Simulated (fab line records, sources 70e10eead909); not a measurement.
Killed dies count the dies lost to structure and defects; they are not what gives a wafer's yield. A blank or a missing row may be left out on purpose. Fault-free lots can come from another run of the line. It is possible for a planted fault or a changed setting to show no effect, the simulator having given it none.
Which tool is to blame?	flow nand harc	12 lots, 36 wafers sampled, at 6 steps of a route of 1302

## WHAT THE GAUGES READ, wafer by wafer
NHARC_P_ZERO_WELL_CD_MEAS_24 targets a cd of 720 nm. Usual: 719.9 nm for cd nm, sd 1.1.
lot	measured	on	cd nm (nm)	flag
L428	day 1 06:46	cd sem-03	720.2 720.3 718.6	
L430	day 1 18:37	cd sem-01	718.6 720.9 719.2	
L433	day 3 00:37	cd sem-03	720.0 720.4 720.3	
L434	day 3 11:04	cd sem-03	721.2 719.0 720.1	
L435	day 3 20:38	cd sem-01	721.4 718.8 720.6	
L436	day 4 06:28	cd sem-02	719.5 720.4 720.8	
L437	day 4 16:46	cd sem-01	682.0 683.1 683.3	OFF
L441	day 6 08:53	cd sem-01	721.3 719.9 720.5	
L447	day 8 20:28	cd sem-01	719.1 720.5 720.7	
L448	day 9 06:20	cd sem-01	720.2 719.3 720.2	
L450	day 10 02:20	cd sem-01	720.8 720.2 719.5	
L451	day 10 12:26	cd sem-01	720.4 718.3 719.2	

NHARC_P_STI_OCD_MEAS_43. Usual: trench depth nm 300 nm, standard deviation 3.3; trench foot cd nm 157.9 nm, standard deviation 1.6.
lot	measured	on	trench depth nm (nm)	trench foot cd nm (nm)	flag
L428	day 2 05:16	ocd-01	304 302 302	158.2 161.1 159.5	
L430	day 2 16:13	ocd-02	296 301 296	159.4 154.4 158.6	
L433	day 3 22:10	ocd-01	299 303 303	159.1 155.2 157.4	
L434	day 4 08:19	ocd-01	300 300 299	157.3 155.7 157.0	
L435	day 4 21:55	ocd-02	300 296 295	158.4 158.2 158.6	
L436	day 5 03:04	ocd-01	297 297 297	158.6 156.2 158.8	
L437	day 5 20:02	ocd-02	303 301 306	156.9 157.3 154.7	
L441	day 7 06:37	ocd-02	303 306 301	157.9 159.8 158.2	
L447	day 9 20:32	ocd-01	300 305 299	159.9 155.9 159.0	
L448	day 10 07:13	ocd-01	299 298 300	158.9 156.4 158.9	
L450	day 11 01:42	ocd-01	294 293 291	157.5 157.8 158.1	
L451	day 11 09:37	ocd-02	299 294 297	159.2 160.6 160.3	

NHARC_END_SORT_01. Usual: killed at array 47, standard deviation 14; killed at other 0.5, standard deviation 0.72; killed at periphery 4, standard deviation 3.1; killed dies 52, standard deviation 15; killed open 3.2, standard deviation 1.9; killed short 2.4, standard deviation 1.7.
lot	measured	on	killed at array	killed at other	killed at periphery	killed dies	killed open	killed short	flag
L437	day 31 23:49	prober-01	52	1	2	55	2	2	
L441	day 32 17:05	prober-02	32 36 29	0 0 0	4 3 2	36 39 31	5 1 2	2 0 2	

## WHICH TOOL RAN EACH LOT (tool, then ch and the chambers of the sampled wafers, then the start)
lot	NHARC_P_ZERO_WELL_EXPOSE_21	NHARC_P_GATE_DEP_103	NHARC_P_GATE_DESCUM_31
L428	krf scanner-04 ch 0, day 1 06:37	pecvd-03 ch 0,1, day 4 06:20	rie diel-12 ch 2,3, day 4 07:11
L430	krf scanner-04 ch 0, day 1 18:28	pecvd-03 ch 0,1, day 4 20:10	rie diel-06 ch 0,3, day 4 21:02
L433	krf scanner-02 ch 0, day 3 00:27	pecvd-03 ch 0,1,2, day 6 07:11	rie diel-12 ch 1,2,3, day 6 07:55
L434	krf scanner-03 ch 0, day 3 10:55	pecvd-01 ch 0,1,2, day 6 12:18	rie diel-10 ch 2,3, day 6 13:04
L435	krf scanner-02 ch 0, day 3 20:28	pecvd-03 ch 1,2, day 7 05:25	rie diel-12 ch 0,1,2, day 7 06:23
L436	krf scanner-04 ch 0, day 4 06:19	pecvd-02 ch 0,1,2, day 7 05:22	rie diel-06 ch 0,1,3, day 7 06:13
L437	krf scanner-03 ch 0, day 4 16:36	pecvd-01 ch 0,1,2, day 7 23:40	rie diel-12 ch 0,2,3, day 8 00:31
L441	krf scanner-03 ch 0, day 6 08:44	pecvd-03 ch 0,1, day 9 07:53	rie diel-12 ch 0,2, day 9 08:50
L447	krf scanner-02 ch 0, day 8 20:19	pecvd-03 ch 0,1,2, day 11 20:40	rie diel-06 ch 0,1, day 11 21:30
L448	krf scanner-02 ch 0, day 9 06:10	pecvd-01 ch 0,2, day 12 11:38	rie diel-12 ch 1,2, day 12 12:25
L450	krf scanner-04 ch 0, day 10 02:10	pecvd-02 ch 0,2, day 13 04:18	rie diel-10 ch 0,1,2, day 13 05:02
L451	krf scanner-04 ch 0, day 10 12:17	pecvd-02 ch 1,2, day 13 10:38	rie diel-06 ch 0,3, day 13 11:22
- NHARC_P_ZERO_WELL_EXPOSE_21: exposes mask P NWELL, target cd 720 nm.
- NHARC_P_GATE_DEP_103: deposits SiON, target thk 30 nm.
- NHARC_P_GATE_DESCUM_31: chemistry O2, time 3 s.

## WHAT THE TOOLS THEMSELVES READ (means of the sampled wafers that have a number; where no wafer has one, the mark that the record gives instead)
NHARC_P_GATE_DEP_103. Usual: 722 W for heater power w, sd 95.
lot	tool	heater power w (W)	flag
L428	pecvd-03	734	
L430	pecvd-03	670	
L433	pecvd-03	685	
L434	pecvd-01	693	
L435	pecvd-03	620	
L436	pecvd-02	783	
L437	pecvd-01	786	
L441	pecvd-03	635	
L447	pecvd-03	633	
L448	pecvd-01	711	
L450	pecvd-02	853	
L451	pecvd-02	759	

NHARC_P_GATE_DESCUM_31. Usual: drypump motor current A 6.0 A, standard deviation 0.42; mfc ar sccm 0.004 sccm, standard deviation 0.0071; oes product au 1.002 a.u., standard deviation 0.0082; rf vpp V 57.8 V, standard deviation 0.85; showerhead plenum p Torr 1.94 Torr, standard deviation 0.066; throttle valve pct 11.312 %, standard deviation 0.0094.
lot	tool	drypump motor current A (A)	mfc ar sccm (sccm)	oes product au (a.u.)	rf vpp V (V)	showerhead plenum p Torr (Torr)	throttle valve pct (%)	flag
L428	rie diel-12	5.9	0.015	0.994	57.7	1.96	11.301	
L430	rie diel-06	5.7	0.000	0.994	57.8	1.95	11.306	
L433	rie diel-12	6.0	0.008	1.004	57.9	1.92	11.319	
L434	rie diel-10	6.0	0.001	1.006	56.7	1.91	11.312	
L435	rie diel-12	6.0	0.007	0.993	58.0	1.90	11.310	
L436	rie diel-06	5.6	0.000	0.999	58.1	1.95	11.307	
L437	rie diel-12	6.2	0.008	1.005	57.8	1.92	11.312	
L441	rie diel-12	6.4	0.007	1.000	57.8	1.90	11.312	
L447	rie diel-06	5.5	0.001	0.999	57.8	1.96	11.315	
L448	rie diel-12	5.8	0.013	1.001	58.1	1.93	11.308	
L450	rie diel-10	5.8	0.000	1.003	57.2	1.91	11.318	
L451	rie diel-06	5.7	0.000	0.995	57.9	1.94	11.318	

## THE ANSWER, worked out from the rows above alone
Rule: take the mean of a lot's wafers that have a number; if it is more than 3 standard deviations from the usual mean, the lot is off. Also off: a lot with no number at a reading for which 4 or more lots have one. Where the step has rows for the other lots, those lots are counted as sound. After the gauges, taken in route order, come the tools' own readings; for these a lot's mean is taken, as printed above. At the first step where some lot is off, the reading lying furthest off is the one used; lots without a number count as furthest.
Off at NHARC_P_ZERO_WELL_CD_MEAS_24 (cd nm): L437.
If a tool, at a process step before that reading, ran all the lots that are off and no sound lot after the first of them, it fits. The gauges at NHARC_P_ZERO_WELL_CD_MEAS_24 are tried like those tools. No candidate that was tried fits.

## WHAT THE SIMULATOR HAD INSERTED
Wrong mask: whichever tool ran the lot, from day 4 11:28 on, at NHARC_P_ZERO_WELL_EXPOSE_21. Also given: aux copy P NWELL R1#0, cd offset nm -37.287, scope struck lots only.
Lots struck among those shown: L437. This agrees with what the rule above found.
